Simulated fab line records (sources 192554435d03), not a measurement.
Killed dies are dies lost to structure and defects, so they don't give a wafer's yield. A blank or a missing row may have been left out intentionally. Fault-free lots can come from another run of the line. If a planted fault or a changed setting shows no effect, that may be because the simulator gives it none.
Which tool is to blame? -- flow n5-finfet -- 36 wafers sampled from 12 lots at 1 step of a route of 1938

WHAT EACH GAUGE READ, for each wafer
N5_BEOL_M2_OVL_MEAS_29.
lot,measured,on,V1_OVL (nm)
L075,day 7 02:02,overlay-01,-0.9 -1.1 -1.6
L078,day 7 07:13,overlay-01,-0.7 0.4 0.1
L079,day 7 20:59,overlay-02,0.3 0.0 0.3
L081,day 8 13:15,overlay-02,-0.4 -1.1 0.2
L083,day 9 13:47,overlay-02,-0.3 -0.1 0.2
L087,day 10 02:16,overlay-01,-0.6 -0.7 -0.2
L088,day 10 06:59,overlay-02,0.2 -0.3 -0.2
L089,day 10 12:01,overlay-02,-1.2 -1.2 -0.7
L091,day 11 02:25,overlay-01,0.4 -1.1 -0.2
L093,day 11 11:10,overlay-01,-0.8 -0.4 0.2
L095,day 12 03:38,overlay-02,0.0 -0.9 0.4
L097,day 12 15:27,overlay-02,-0.6 0.2 -0.5

WHICH TOOL RAN EACH LOT (tool, then ch and the chambers of the sampled wafers, then the start)
No process step before these readings appears in the record.

THE ANSWER, worked out from the rows above alone
Rule: the lots themselves supply what counts as usual. Put in order of their means at a reading, lots are off if they are a third of the lots or fewer, leave a main group of 4 or more, and stand apart from it by a gap of 3 or more times the standard deviation of the main group's means; of several such gaps the widest counts. If all means in a main group match to the digits the tables above print for the reading, that group is not used. Also off: a lot with no number at a reading for which 4 or more lots have one. Any other lot the step has rows for is counted as sound.
None of the lots is off at any reading shown; this tells nothing.

WHAT HAD BEEN PUT IN BY THE SIMULATOR
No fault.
